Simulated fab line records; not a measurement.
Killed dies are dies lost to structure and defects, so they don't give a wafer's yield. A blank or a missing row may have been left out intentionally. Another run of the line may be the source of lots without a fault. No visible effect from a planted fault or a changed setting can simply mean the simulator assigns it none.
Chamber matching | flow n5 finfet | N5_BEOL_M3_ETCH_74 on rie diel-02: 4 sister chambers
The step etches underlayer in N2/H2, target depth 6.5 nm, time 5.2 s. 4 wafers are shown with their chamber, then 9 later ones without.

WAFERS WITH THEIR CHAMBER
wafer  | chamber | showerhead plenum p Torr (Torr)
L080.4 | 2       | 2.51
L081.1 | 1       | 2.43
L081.2 | 0       | 2.59
L081.6 | 3       | 2.51

WAFERS WITH NO CHAMBER GIVEN
wafer  | showerhead plenum p Torr (Torr)
L082.1 | 2.51
L082.2 | 2.59
L082.3 | 2.50
L082.4 | 2.43
L082.5 | 2.43
L082.6 | 2.59
L083.2 | 2.59
L083.3 | 2.50
L083.6 | 2.59

THE CHAMBER EACH PASSED THROUGH
wafer  | from the rows above     | in truth
L082.1 | can't be placed: 2 or 3 | 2
L082.2 | 0                       | 0
L082.3 | can't be placed: 2 or 3 | 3
L082.4 | 1                       | 1
L082.5 | 1                       | 1
L082.6 | 0                       | 0
L083.2 | 0                       | 0
L083.3 | can't be placed: 2 or 3 | 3
L083.6 | 0                       | 0
Placed correctly: 6 of 9. These rows do not allow placing 3 (true chamber among the candidates in 3). Number placed wrongly: 0.
How it was worked out, from the rows above alone: a wafer's distance from a chamber is the root of the sum, over the readings, of the square of ((its reading less the chamber's mean) divided by the reading's scatter). If the next closest chamber is less than 2 further off than the closest, the wafer can't be placed; otherwise it belongs to the closest. A chamber's mean is the mean of its shown wafers. The scatter: root of mean squared gap, hidden wafer to nearest shown wafer, with one shown wafer a chamber.
